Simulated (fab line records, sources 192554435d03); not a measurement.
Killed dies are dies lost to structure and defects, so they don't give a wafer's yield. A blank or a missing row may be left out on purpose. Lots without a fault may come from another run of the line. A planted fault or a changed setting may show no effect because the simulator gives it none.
Chamber matching | flow n5_finfet | N5_HKMG_FIN_STRIP_93 on rie_diel-04: 4 sister chambers
The step strips SOC in N2/H2, time 20 s. 8 wafers are shown with their chamber, then 11 later ones without.

WAFERS WITH THEIR CHAMBER
wafer  | chamber | drypump_motor_current_A (A) | throttle_valve_pct (%)
L081.1 | 1       | 6.2                         | 18.6
L082.3 | 0       | 5.5                         | 19.0
L083.5 | 3       | 5.7                         | 19.2
L083.6 | 2       | 5.9                         | 19.3
L084.3 | 1       | 6.1                         | 18.5
L084.5 | 3       | 5.7                         | 19.3
L084.6 | 2       | 5.9                         | 19.3
L086.1 | 0       | 5.5                         | 19.0

WAFERS WITHOUT THEIR CHAMBER
wafer  | drypump_motor_current_A (A) | throttle_valve_pct (%)
L086.3 | 5.9                         | 19.3
L086.4 | 5.7                         | 19.3
L088.2 | 6.1                         | 18.6
L088.5 | 5.9                         | 19.3
L088.6 | 6.1                         | 18.6
L090.1 | 6.1                         | 18.6
L090.2 | 5.9                         | 19.3
L090.3 | 5.7                         | 19.3
L097.2 | 5.7                         | 19.3
L097.3 | 5.9                         | 19.3
L097.6 | 5.7                         | 19.3

WHICH CHAMBER EACH WENT THROUGH
wafer  | from the rows above | in truth
L086.3 | 2                   | 2
L086.4 | 3                   | 3
L088.2 | 1                   | 1
L088.5 | 2                   | 2
L088.6 | 1                   | 1
L090.1 | 1                   | 1
L090.2 | 2                   | 2
L090.3 | 3                   | 3
L097.2 | 3                   | 3
L097.3 | 2                   | 2
L097.6 | 3                   | 3
Placed correctly: 11 of 11. Can't be placed from these rows: 0. Placed wrongly: 0.
How it was worked out, from the rows above alone: a wafer's distance from a chamber is the root of the sum, over the readings, of the square of ((its reading less the chamber's mean) divided by the reading's scatter). The wafer belongs to the nearest chamber; if the next one is less than 2 further off, it can't be placed. A chamber's mean is the mean of its shown wafers. The scatter: the root of (the sum of the squares of (reading less its chamber's mean) over the shown wafers, divided by (wafers less chambers)).
